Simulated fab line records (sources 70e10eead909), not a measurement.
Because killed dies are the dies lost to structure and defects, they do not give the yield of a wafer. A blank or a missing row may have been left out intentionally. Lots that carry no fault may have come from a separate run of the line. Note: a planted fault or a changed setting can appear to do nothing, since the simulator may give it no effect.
Chamber matching || flow nand_harc || ald_hk-01 running NHARC_A_CHANNEL_FILL_D2_ALD_02: 4 sister chambers
The step deposits SiO2, target thk 6 nm, pulse time 10 s, ald cycles 60. 16 wafers are shown with their chamber, then 8 later ones without.

## WAFERS, EACH WITH ITS CHAMBER
{"wafer": "L077.1", "chamber": 3, "heater_power_w (W)": 529, "precursor_pulse_height_rel": 0.987, "susceptor_temp_C (C)": 299.62}
{"wafer": "L077.2", "chamber": 1, "heater_power_w (W)": 436, "precursor_pulse_height_rel": 1.017, "susceptor_temp_C (C)": 299.96}
{"wafer": "L077.4", "chamber": 0, "heater_power_w (W)": 448, "precursor_pulse_height_rel": 0.989, "susceptor_temp_C (C)": 300.08}
{"wafer": "L078.2", "chamber": 1, "heater_power_w (W)": 428, "precursor_pulse_height_rel": 0.989, "susceptor_temp_C (C)": 300.32}
{"wafer": "L078.5", "chamber": 3, "heater_power_w (W)": 516, "precursor_pulse_height_rel": 1.044, "susceptor_temp_C (C)": 299.95}
{"wafer": "L078.6", "chamber": 0, "heater_power_w (W)": 463, "precursor_pulse_height_rel": 0.996, "susceptor_temp_C (C)": 300.22}
{"wafer": "L081.1", "chamber": 3, "heater_power_w (W)": 512, "precursor_pulse_height_rel": 1.024, "susceptor_temp_C (C)": 300.11}
{"wafer": "L081.5", "chamber": 0, "heater_power_w (W)": 457, "precursor_pulse_height_rel": 0.994, "susceptor_temp_C (C)": 300.23}
{"wafer": "L081.6", "chamber": 3, "heater_power_w (W)": 533, "precursor_pulse_height_rel": 1.045, "susceptor_temp_C (C)": 300.09}
{"wafer": "L082.1", "chamber": 2, "heater_power_w (W)": 527, "precursor_pulse_height_rel": 0.983, "susceptor_temp_C (C)": 299.79}
{"wafer": "L082.4", "chamber": 3, "heater_power_w (W)": 515, "precursor_pulse_height_rel": 0.971, "susceptor_temp_C (C)": 300.41}
{"wafer": "L082.5", "chamber": 1, "heater_power_w (W)": 433, "precursor_pulse_height_rel": 1.033, "susceptor_temp_C (C)": 300.04}
{"wafer": "L086.2", "chamber": 1, "heater_power_w (W)": 441, "precursor_pulse_height_rel": 0.998, "susceptor_temp_C (C)": 299.94}
{"wafer": "L086.4", "chamber": 2, "heater_power_w (W)": 536, "precursor_pulse_height_rel": 1.004, "susceptor_temp_C (C)": 300.06}
{"wafer": "L086.5", "chamber": 1, "heater_power_w (W)": 439, "precursor_pulse_height_rel": 1.015, "susceptor_temp_C (C)": 299.92}
{"wafer": "L087.1", "chamber": 2, "heater_power_w (W)": 551, "precursor_pulse_height_rel": 1.005, "susceptor_temp_C (C)": 300.04}

SIGNATURES (averages over the wafers above)
{"reading": "heater_power_w", "chamber 0": 456.00, "chamber 1": 435.40, "chamber 2": 538.00, "chamber 3": 521.00, "scatter within a chamber": 8.48}
{"reading": "precursor_pulse_height_rel", "chamber 0": 0.99300, "chamber 1": 1.01040, "chamber 2": 0.99733, "chamber 3": 1.01420, "scatter within a chamber": 0.0225}
{"reading": "susceptor_temp_C", "chamber 0": 300.1767, "chamber 1": 300.0360, "chamber 2": 299.9633, "chamber 3": 300.0360, "scatter within a chamber": 0.204}
Rule: a wafer's distance from a chamber is the root of the sum, over the readings, of the square of ((its reading less the chamber's mean) divided by the reading's scatter). The wafer belongs to the nearest chamber; if the next one is less than 2 further off, it can't be placed. The scatter: take each reading less its chamber's mean, square it, sum over the shown wafers, divide by the number of wafers less the number of chambers, and take the root.

## WAFERS WITH NO CHAMBER GIVEN
{"wafer": "L087.2", "heater_power_w (W)": 447, "precursor_pulse_height_rel": 0.973, "susceptor_temp_C (C)": 299.82}
{"wafer": "L087.5", "heater_power_w (W)": 431, "precursor_pulse_height_rel": 1.004, "susceptor_temp_C (C)": 299.70}
{"wafer": "L089.1", "heater_power_w (W)": 549, "precursor_pulse_height_rel": 0.989, "susceptor_temp_C (C)": 299.68}
{"wafer": "L089.5", "heater_power_w (W)": 433, "precursor_pulse_height_rel": 0.993, "susceptor_temp_C (C)": 299.77}
{"wafer": "L089.6", "heater_power_w (W)": 452, "precursor_pulse_height_rel": 1.004, "susceptor_temp_C (C)": 300.14}
{"wafer": "L091.4", "heater_power_w (W)": 516, "precursor_pulse_height_rel": 0.989, "susceptor_temp_C (C)": 300.18}
{"wafer": "L091.5", "heater_power_w (W)": 523, "precursor_pulse_height_rel": 1.003, "susceptor_temp_C (C)": 300.19}
{"wafer": "L091.6", "heater_power_w (W)": 536, "precursor_pulse_height_rel": 1.028, "susceptor_temp_C (C)": 299.52}

## THE CHAMBER EACH PASSED THROUGH
{"wafer": "L087.2", "from the rows above": "can't be placed: 0 or 1", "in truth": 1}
{"wafer": "L087.5", "from the rows above": 1, "in truth": 1}
{"wafer": "L089.1", "from the rows above": "can't be placed: 2 or 3", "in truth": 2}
{"wafer": "L089.5", "from the rows above": "can't be placed: 1 or 0", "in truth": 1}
{"wafer": "L089.6", "from the rows above": "can't be placed: 0 or 1", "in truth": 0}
{"wafer": "L091.4", "from the rows above": "can't be placed: 3 or 2", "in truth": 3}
{"wafer": "L091.5", "from the rows above": "can't be placed: 3 or 2", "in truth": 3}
{"wafer": "L091.6", "from the rows above": "can't be placed: 2 or 3", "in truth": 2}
1 of 8 placed correctly. Cannot be placed on the basis of these rows: 7; the candidates contain the true chamber in 7. 0 placed wrongly.
